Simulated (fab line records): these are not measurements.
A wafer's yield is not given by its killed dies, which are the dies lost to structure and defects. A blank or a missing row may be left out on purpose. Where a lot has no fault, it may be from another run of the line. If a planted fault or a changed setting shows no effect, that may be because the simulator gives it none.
Split-lot study + flow n5 finfet + 39 wafers read from 7 lots, route of 1938 steps

## ON THE SPLIT
At N5_BEOL_M4_TRENCH_ETCH_37 (etches SiOC in C4F6/O2, target depth 55.555 nm, time 29.2 s), the setting time s was moved away from the recipe's 29.2 s on 6 of the 39 wafers read, by +17.5% to +52.7%. For the rest of the wafers, this setting stayed at what the recipe calls for.

## FROM THE SPLIT TO THE READING: what the file shows between them, 13 steps
- N5_BEOL_M4_ETCH_41: etches SiCN in CH3F/O2, target depth 29.9 nm, time 52.5 s
- N5_BEOL_M4_STRIP_97: strips in N2/H2, time 10 s
- N5_BEOL_M4_OCD_MEAS_38
- N5_BEOL_M4_HM_STRIP_39: strips TiN in peroxide tin strip, target depth 25 nm, time 158 s
- N5_BEOL_M4_SRD_40: time 30 s
- N5_BEOL_M4_ECD_50: material Cu, target thk 300 nm
- N5_BEOL_M4_ANNEAL_51: time 90 s
- N5_BEOL_M4_CMP_52: polishes, stops on SiOC, t overpolish 6.8 s, target thk 40 nm
- N5_BEOL_M4_THK_MEAS_53: measures by xrf
- N5_BEOL_M4_PRE_CLEAN_60: time 15 s
- N5_BEOL_M4_CO_CAP_55: material Co, precursor CCTBA/H2, target thk 2 nm, time 102.1 s
- N5_BEOL_M4_PRE_CLEAN_56: time 15 s
- N5_BEOL_M4_DEP_57: deposits SiCN from 3MS/NH3, target thk 8 nm, time 14 s

## THE READING
At N5_BEOL_M4_RS_MEAS_58, a four-point-probe measurement gives M4_RS in ohm/sq. Typical for fault-free wafers on this fab line: 0.66 ohm/sq, with standard deviation 0.036 ohm/sq.

| wafer  | tool, chamber at the split | time s as run, s | against the recipe | M4_RS, ohm/sq | against lot-mates on the recipe |
|--------|----------------------------|------------------|--------------------|---------------|---------------------------------|
| L074.1 | rie diel-02, 2             | 29.2             | recipe             | 0.64          | -                               |
| L074.2 | rie diel-02, 1             | 29.2             | recipe             | 0.63          | -                               |
| L074.3 | rie diel-02, 0             | 29.2             | recipe             | 0.63          | -                               |
| L074.4 | rie diel-02, 1             | 29.2             | recipe             | 0.66          | -                               |
| L074.5 | rie diel-02, 2             | 29.2             | recipe             | 0.63          | -                               |
| L074.6 | rie diel-02, 0             | 29.2             | recipe             | 0.62          | -                               |
| L081.2 | rie diel-01, 0             | 29.2             | recipe             | 0.69          | -                               |
| L081.3 | rie diel-01, 1             | 29.2             | recipe             | 0.71          | -                               |
| L081.4 | rie diel-01, 3             | 29.2             | recipe             | 0.69          | -                               |
| L082.1 | rie diel-06, 1             | 29.2             | recipe             | 0.67          | -                               |
| L082.2 | rie diel-06, 3             | 44.58            | +52.7%             | 0.32          | -0.36                           |
| L082.3 | rie diel-06, 0             | 44.58            | +52.7%             | 0.34          | -0.34                           |
| L082.4 | rie diel-06, 2             | 29.2             | recipe             | 0.70          | -                               |
| L082.5 | rie diel-06, 2             | 29.2             | recipe             | 0.68          | -                               |
| L082.6 | rie diel-06, 1             | 44.58            | +52.7%             | 0.32          | -0.36                           |
| L087.1 | rie diel-02, 0             | 29.2             | recipe             | 0.59          | -                               |
| L087.2 | rie diel-02, 3             | 29.2             | recipe             | 0.65          | -                               |
| L087.3 | rie diel-02, 1             | 29.2             | recipe             | 0.68          | -                               |
| L087.4 | rie diel-02, 3             | 29.2             | recipe             | 0.63          | -                               |
| L087.5 | rie diel-02, 0             | 29.2             | recipe             | 0.66          | -                               |
| L087.6 | rie diel-02, 1             | 29.2             | recipe             | 0.69          | -                               |
| L088.1 | rie diel-01, 1             | 29.2             | recipe             | 0.67          | -                               |
| L088.2 | rie diel-01, 3             | 29.2             | recipe             | 0.66          | -                               |
| L088.3 | rie diel-01, 0             | 29.2             | recipe             | 0.75          | -                               |
| L088.4 | rie diel-01, 2             | 29.2             | recipe             | 0.69          | -                               |
| L088.5 | rie diel-01, 0             | 29.2             | recipe             | 0.70          | -                               |
| L088.6 | rie diel-01, 1             | 29.2             | recipe             | 0.73          | -                               |
| L092.1 | rie diel-01, 2             | 29.2             | recipe             | 0.65          | -                               |
| L092.2 | rie diel-01, 1             | 29.2             | recipe             | 0.69          | -                               |
| L092.3 | rie diel-01, 0             | 29.2             | recipe             | 0.68          | -                               |
| L092.4 | rie diel-01, 1             | 29.2             | recipe             | 0.69          | -                               |
| L092.5 | rie diel-01, 2             | 29.2             | recipe             | 0.69          | -                               |
| L092.6 | rie diel-01, 0             | 29.2             | recipe             | 0.70          | -                               |
| L093.1 | rie diel-06, 2             | 34.3             | +17.5%             | 0.50          | -0.15                           |
| L093.2 | rie diel-06, 0             | 29.2             | recipe             | 0.64          | -                               |
| L093.3 | rie diel-06, 3             | 34.3             | +17.5%             | 0.47          | -0.18                           |
| L093.4 | rie diel-06, 1             | 29.2             | recipe             | 0.61          | -                               |
| L093.5 | rie diel-06, 2             | 29.2             | recipe             | 0.69          | -                               |
| L093.6 | rie diel-06, 1             | 34.3             | +17.5%             | 0.47          | -0.18                           |

FIT RESULTS
A straight line over all 39 wafers: M4_RS changes by -0.00685 ohm/sq for each +1% of time s; r = -0.93; the points scatter about the line by 0.039 ohm/sq.
The same after taking each lot's own level away (the mean of its wafers on the recipe; 39 wafers): -0.00699 ohm/sq for each +1%; r = -0.97; scatter 0.027 ohm/sq.
That fit puts the effect of the largest move of time s on the reading at 0.37 ohm/sq.
Across the lots, their own levels run from 0.635 to 0.700 ohm/sq, a range of 1.8 times the standard deviation given above.
The two slopes agree, so the slope changes little with the lot-to-lot level.
Check: -0.374 ohm/sq against its lot-mates is what the line predicts for one of the wafers moved furthest among these (+52.7%) when that wafer is left out of the fit. Against them it came out at -0.363 ohm/sq.

## THE WHOLE CHAIN: every reading that the file lists as answering this split, in the file's order
| step                      | what it does                                                  | reading                                                                          | change (the file's fit)                | r (the file's) |
|---------------------------|---------------------------------------------------------------|----------------------------------------------------------------------------------|----------------------------------------|----------------|
| N5_BEOL_M4_TRENCH_ETCH_37 | etches SiOC in C4F6/O2, target depth 55.555 nm, time 29.2 s   | BEOL_M4.feature depth nm (the simulator's own value, which no gauge read)        | +0.597 nm for each +1% of the setting  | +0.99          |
| N5_BEOL_M4_TRENCH_ETCH_37 | etches SiOC in C4F6/O2, target depth 55.555 nm, time 29.2 s   | etch.depth nm (the simulator's own value, which no gauge read)                   | +0.595 nm for each +1% of the setting  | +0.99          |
| N5_BEOL_M4_TRENCH_ETCH_37 | etches SiOC in C4F6/O2, target depth 55.555 nm, time 29.2 s   | TiN_of_BEOL_M4_HM_DEP_02.thk nm (the simulator's own value, which no gauge read) | -0.0258 nm for each +1% of the setting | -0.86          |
| N5_BEOL_M4_OCD_MEAS_38    |                                                               | trench depth nm                                                                  | +0.6 nm for each +1% of the setting    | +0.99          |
| N5_BEOL_M4_CMP_52         | polishes, stops on SiOC, t overpolish 6.8 s, target thk 40 nm | Cu_of_BEOL_M4_ECD_50.thk nm (the simulator's own value, which no gauge read)     | +0.606 nm for each +1% of the setting  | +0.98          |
| N5_BEOL_M4_THK_MEAS_53    | measures by xrf                                               | M4_THK                                                                           | +0.598 for each +1% of the setting     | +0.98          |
| N5_BEOL_M4_RS_MEAS_58     | measures by four-point-probe                                  | M4_RS                                                                            | -0.00701 for each +1% of the setting   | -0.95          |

## THE FILE'S OWN FIT
M4_RS changes by -0.00701 ohm/sq for each +1% of time s, r = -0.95.
